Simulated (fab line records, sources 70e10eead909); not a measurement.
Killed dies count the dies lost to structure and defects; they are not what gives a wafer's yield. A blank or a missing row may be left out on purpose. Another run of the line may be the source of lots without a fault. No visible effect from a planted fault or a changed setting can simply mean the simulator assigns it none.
Chamber matching	flow nand harc	NHARC_P_M1_CMP_23 on cmp-01 has 4 sister chambers
The step polishes, t overpolish 20 s, target thk 157.82 nm. 4 wafers are shown with their chamber, then 9 later ones without.

== EACH WAFER AND ITS CHAMBER ==
wafer	chamber	motor current A (A)
L082.1	2	12.7
L088.1	3	11.5
L088.3	0	11.7
L088.4	1	13.8

== WAFERS WITH NO CHAMBER GIVEN ==
wafer	motor current A (A)
L089.1	10.9
L089.2	12.6
L089.3	11.6
L094.1	12.3
L094.4	13.8
L094.5	13.0
L095.1	13.9
L095.3	11.7
L095.4	11.6

== EACH ONE'S CHAMBER ==
wafer	from the rows above	in truth
L089.1	can't be placed: 3 or 0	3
L089.2	2	2
L089.3	can't be placed: 0 or 3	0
L094.1	can't be placed: 2 or 0 or 3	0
L094.4	1	1
L094.5	can't be placed: 2 or 1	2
L095.1	1	1
L095.3	can't be placed: 0 or 3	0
L095.4	can't be placed: 0 or 3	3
Placed correctly: 3 of 9. Unplaceable from these rows: 6, with the true chamber sitting among the candidates in 6. Number placed wrongly: 0.
How it was worked out, from the rows above alone: a wafer's distance from a chamber is the root of the sum, over the readings, of the square of ((its reading less the chamber's mean) divided by the reading's scatter). If the next closest chamber is less than 2 further off than the closest, the wafer can't be placed; otherwise it belongs to the closest. The mean given for a chamber averages the wafers shown for that chamber. The scatter (one wafer shown for each chamber): square how far every hidden wafer sits from the nearest shown wafer, average those squares and take the square root.
